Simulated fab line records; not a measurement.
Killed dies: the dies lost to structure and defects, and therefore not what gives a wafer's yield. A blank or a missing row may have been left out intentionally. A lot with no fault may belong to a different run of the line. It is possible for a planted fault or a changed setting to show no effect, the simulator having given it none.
Matching of chambers | flow n5 finfet | 4 sister chambers for N5_BEOL_M6_STRIP_19 on rie diel-05
The step strips in O2. 14 wafers are shown with their chamber, then 7 later ones without.

== WAFERS WITH THEIR CHAMBER ==
wafer  | chamber | showerhead plenum p Torr (Torr) | throttle valve pct (%) | drypump motor current A (A)
L075.1 | 3       | 2.16                            | 16.79                  | 5.0
L075.2 | 2       | 1.94                            | 17.13                  | 5.7
L075.5 | 3       | 2.16                            | 16.79                  | 5.0
L078.2 | 1       | 2.03                            | 16.46                  | 5.5
L078.3 | 3       | 2.15                            | 16.79                  | 5.0
L078.4 | 0       | 1.96                            | 16.71                  | 4.8
L080.3 | 0       | 1.96                            | 16.71                  | 4.9
L080.4 | 2       | 1.93                            | 17.14                  | 5.7
L080.6 | 0       | 1.96                            | 16.73                  | 4.9
L084.2 | 1       | 2.03                            | 16.45                  | 5.6
L084.3 | 3       | 2.15                            | 16.81                  | 5.0
L084.4 | 2       | 1.93                            | 17.16                  | 5.7
L086.1 | 0       | 1.96                            | 16.74                  | 4.9
L086.2 | 1       | 2.03                            | 16.50                  | 5.5

SIGNATURES (means of the wafers above)
reading                  | chamber 0 | chamber 1 | chamber 2 | chamber 3 | scatter within a chamber
showerhead plenum p Torr | 1.9600    | 2.0300    | 1.9333    | 2.1550    | 0.00408
throttle valve pct       | 16.7225   | 16.4700   | 17.1433   | 16.7950   | 0.0169
drypump motor current A  | 4.875     | 5.533     | 5.700     | 5.000     | 0.0376
Rule: a wafer's distance from a chamber is the root of the sum, over the readings, of the square of ((its reading less the chamber's mean) divided by the reading's scatter). The wafer belongs to the nearest chamber; if the next one is less than 2 further off, it can't be placed. The scatter: take each reading less its chamber's mean, square it, sum over the shown wafers, divide by the number of wafers less the number of chambers, and take the root.

== WAFERS WITHOUT THEIR CHAMBER ==
wafer  | showerhead plenum p Torr (Torr) | throttle valve pct (%) | drypump motor current A (A)
L086.6 | 1.93                            | 17.15                  | 5.7
L087.1 | 1.93                            | 17.14                  | 5.7
L087.2 | 2.03                            | 16.51                  | 5.6
L087.4 | 1.96                            | 16.75                  | 4.8
L093.2 | 1.92                            | 17.20                  | 5.7
L093.3 | 1.95                            | 16.77                  | 4.9
L093.5 | 1.95                            | 16.75                  | 4.9

== THE CHAMBER EACH PASSED THROUGH ==
wafer  | from the rows above | in truth
L086.6 | 2                   | 2
L087.1 | 2                   | 2
L087.2 | 1                   | 1
L087.4 | 0                   | 0
L093.2 | 2                   | 2
L093.3 | 0                   | 0
L093.5 | 0                   | 0
Correct placement for 7 of the 7. Number that these rows cannot place: 0. 0 placed wrongly.
